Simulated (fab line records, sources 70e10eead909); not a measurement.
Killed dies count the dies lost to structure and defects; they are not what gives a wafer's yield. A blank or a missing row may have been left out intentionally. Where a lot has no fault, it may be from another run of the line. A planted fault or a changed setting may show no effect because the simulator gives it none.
Which tool was responsible?	flow nand_harc	24 lots, 72 wafers sampled, at 2 steps of a route of 1159

== WHAT EACH GAUGE READ, for each wafer ==
NHARC_A_START_INSPECT_01. Usual: raw_defect_count 3.5, standard deviation 1.8.
lot	measured	on	raw_defect_count	flag
L074	day 6 03:16	defect_inspect-02	2 1 3	
L075	day 7 01:26	defect_inspect-01	4 1 2	
L076	day 7 01:46	defect_inspect-02	5 1 9	
L077	day 7 12:04	defect_inspect-01	5 1 1	
L078	day 7 16:11	defect_inspect-01	1 2 1	
L079	day 7 16:51	defect_inspect-01	4 1 3	
L080	day 7 21:26	defect_inspect-02	2 4 2	
L081	day 8 06:37	defect_inspect-02	3 6 7	
L082	day 8 07:55	defect_inspect-01	1 6 3	
L083	day 8 16:42	defect_inspect-01	5 6 3	
L084	day 8 22:27	defect_inspect-01	2 2 4	
L087	day 9 14:29	defect_inspect-02	3 5 2	
L086	day 9 15:22	defect_inspect-02	0 6 3	
L085	day 9 15:49	defect_inspect-01	2 1 5	
L089	day 10 07:59	defect_inspect-02	3 5 6	
L088	day 10 09:46	defect_inspect-02	7 4 4	
L091	day 10 10:05	defect_inspect-01	4 5 0	
L090	day 10 14:38	defect_inspect-01	6 5 5	
L092	day 10 20:39	defect_inspect-02	5 2 1	
L094	day 11 15:49	defect_inspect-01	3 4 3	
L093	day 11 16:05	defect_inspect-01	4 3 3	
L095	day 11 18:01	defect_inspect-02	6 3 2	
L096	day 11 21:47	defect_inspect-01	4 3 2	
L097	day 11 22:42	defect_inspect-01	1 3 4	

== WHICH TOOL RAN EACH LOT (tool, then ch and the chambers of the sampled wafers, then the start) ==
lot	NHARC_P_BONDPAD_ANNEAL_28
L074	rtp_anneal-01 ch 0, day 6 01:55
L075	rtp_anneal-01 ch 0, day 7 00:05
L076	rtp_anneal-02 ch 0, day 7 00:25
L077	rtp_anneal-01 ch 0, day 7 10:46
L078	rtp_anneal-02 ch 0, day 7 14:50
L079	rtp_anneal-01 ch 0, day 7 15:31
L080	rtp_anneal-01 ch 0, day 7 20:04
L081	rtp_anneal-02 ch 0, day 8 05:19
L082	rtp_anneal-01 ch 0, day 8 06:41
L083	rtp_anneal-01 ch 0, day 8 15:25
L084	rtp_anneal-02 ch 0, day 8 21:08
L087	rtp_anneal-01 ch 0, day 9 12:46
L086	rtp_anneal-01 ch 0, day 9 13:34
L085	rtp_anneal-02 ch 0, day 9 14:25
L089	rtp_anneal-02 ch 0, day 10 06:41
L088	rtp_anneal-02 ch 0, day 10 08:25
L091	rtp_anneal-01 ch 0, day 10 08:46
L090	rtp_anneal-02 ch 0, day 10 13:21
L092	rtp_anneal-01 ch 0, day 10 19:21
L094	rtp_anneal-01 ch 0, day 11 14:28
L093	rtp_anneal-01 ch 0, day 11 14:44
L095	rtp_anneal-01 ch 0, day 11 16:40
L096	rtp_anneal-02 ch 0, day 11 20:25
L097	rtp_anneal-02 ch 0, day 11 21:27
- NHARC_P_BONDPAD_ANNEAL_28: time 90 s.

== WHAT THE TOOLS THEMSELVES READ (means of the sampled wafers that have a number; where no wafer has one, the mark that the record gives instead) ==
NHARC_P_BONDPAD_ANNEAL_28. Usual: wafer_temp_C_max 226.0, standard deviation 0.32.
lot	tool	wafer_temp_C_max	flag
L074	rtp_anneal-01	226.5	
L075	rtp_anneal-01	226.0	
L076	rtp_anneal-02	225.8	
L077	rtp_anneal-01	226.3	
L078	rtp_anneal-02	225.8	
L079	rtp_anneal-01	226.1	
L080	rtp_anneal-01	226.2	
L081	rtp_anneal-02	225.8	
L082	rtp_anneal-01	226.2	
L083	rtp_anneal-01	226.4	
L084	rtp_anneal-02	225.6	
L087	rtp_anneal-01	226.2	
L086	rtp_anneal-01	226.0	
L085	rtp_anneal-02	225.7	
L089	rtp_anneal-02	225.7	
L088	rtp_anneal-02	225.6	
L091	rtp_anneal-01	226.0	
L090	rtp_anneal-02	225.6	
L092	rtp_anneal-01	226.0	
L094	rtp_anneal-01	226.1	
L093	rtp_anneal-01	226.1	
L095	rtp_anneal-01	225.9	
L096	rtp_anneal-02	225.5	
L097	rtp_anneal-02	225.7	

== THE ANSWER, worked out from the rows above alone ==
Rule: a lot is off if the mean of its wafers that have a number lies more than 3 standard deviations from the usual mean. A lot without any number at a reading at which 4 lots or more have one is off too. All remaining lots with rows at the step are treated as sound. First the gauges in route order, then the tools' own readings, where a lot's mean is used as printed above. At the first step where some lot is off, the reading lying furthest off is the one used; lots without a number count as furthest.
None of the lots is off at any reading shown; this tells nothing.

== WHAT WAS PUT IN BY THE SIMULATOR ==
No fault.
